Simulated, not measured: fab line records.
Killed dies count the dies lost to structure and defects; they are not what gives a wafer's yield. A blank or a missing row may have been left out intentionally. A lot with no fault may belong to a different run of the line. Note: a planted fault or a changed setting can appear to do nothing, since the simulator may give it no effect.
A struck lot beside a sound one ; flow nand harc ; 15 steps out of a route of 1159
Sound: these wafers, L466.1, L466.3, L466.5. Struck: wafer L452.1. (L452.5 of the same lot was not struck and is left out.) The cause comes at the end.
At each step with rows: each side's tool, then ch and its chambers, then its first start. Under that, the readings that differ: sound wafers ; struck wafers ; difference of the means ; sigmas: that difference in standard deviations of wafers without a fault.
alike: readings whose means differ by less than 2 such deviations, and words and numbers that are the same on both sides. not compared: withheld readings, readings that some wafer has no value for, bounds like >300 that may hide the same value, and numbers for which the record gives no deviation and whose values overlap.
A row with sigmas, a row that says differs or no value, or rows on one side alone: a step with any of these is where the two part. Numbers that don't overlap but have no deviation are shown without sigmas and don't part them. Lack of a reading on every wafer of one side parts them only where that side has two or more wafers.

first, 8 steps without rows for these wafers: NHARC_THIN_TSV_DEHYDRATE_25 (time 120 s); NHARC_THIN_TSV_HMDS_26 (time 30 s); NHARC_THIN_TSV_COAT_27; NHARC_THIN_TSV_SOFTBAKE_28 (time 95 s); NHARC_THIN_TSV_EBR_29; NHARC_THIN_TSV_EXPOSE_30 (exposes mask PAD); NHARC_THIN_TSV_PEB_31 (peb time 85 s); NHARC_THIN_TSV_DEVELOP_32 (time 70 s).
NHARC_THIN_TSV_CD_MEAS_33 targets a cd of 5000 nm.
  sound on cd sem-02 ch 0, day 23 19:59; struck on cd sem-01 ch 0, day 20 10:08
  alike: cd nm
then, 1 step without rows for these wafers: NHARC_THIN_TSV_HARDBAKE_34 (time 80 s).
NHARC_THIN_TSV_DESCUM_35: chemistry O2, time 3 s.
  sound on rie diel-10 ch 1,2,3, day 23 20:09; struck on rie diel-02 ch 3, day 20 10:19
  alike: drypump motor current A, oes product au, rf vpp V, showerhead plenum p Torr, throttle valve pct
  not compared: rf hours counter h
NHARC_THIN_TSV_ETCH_59: etches the open film in Cl2/BCl3, target depth 880 nm, time 138.1 s.
  sound on rie metal-01 ch 0,1, day 23 20:17; struck on rie metal-01 ch 0, day 20 10:26
  alike: drypump motor current A, oes product au, throttle valve pct
  not compared: rf hours counter h
NHARC_THIN_TSV_ETCH_36: etches the open film in Cl2/BCl3, target depth 65 nm, time 18.571 s.
  sound on rie metal-01 ch 0,1, day 23 20:32; struck on rie metal-01 ch 1, day 20 10:42
reading;sound;struck;difference;sigmas
oes product au (a.u.);1.002 1.008 0.992;0.850;-0.151;-21
  alike: drypump motor current A
  not compared: rf hours counter h
NHARC_THIN_TSV_STRIP_56: strips in O2.
  sound on plasma asher-02 ch 0,1, day 23 20:38; struck on plasma asher-01 ch 0, day 20 10:50
reading;sound;struck;difference;sigmas
heater power w (W);297 299 305;340;+40;+2
  alike: drypump motor current A
  not compared: rf hours counter h
NHARC_END_SORT_01:
  sound on prober-02 ch 0, day 24 04:01; struck on prober-01 ch 0, day 21 03:32
reading;sound;struck;difference;sigmas
sort_bin_3_pct (%);0.59 0.44 0.44;0;+0;-2
  alike: defect limited yield, killed at array, killed at other, killed at periphery, killed dies, killed open, killed short, sort_bin_2_pct, sort_bin_4_pct, sort n pass, sort rim yield pct, sort yield pct

== WHERE THEY PART ==
First at NHARC_THIN_TSV_ETCH_36; last, within this record, at NHARC_END_SORT_01.

WHY: what the simulator had put in
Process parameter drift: rie metal-01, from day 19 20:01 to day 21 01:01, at NHARC_THIN_TSV_ETCH_36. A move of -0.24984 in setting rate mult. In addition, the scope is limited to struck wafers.
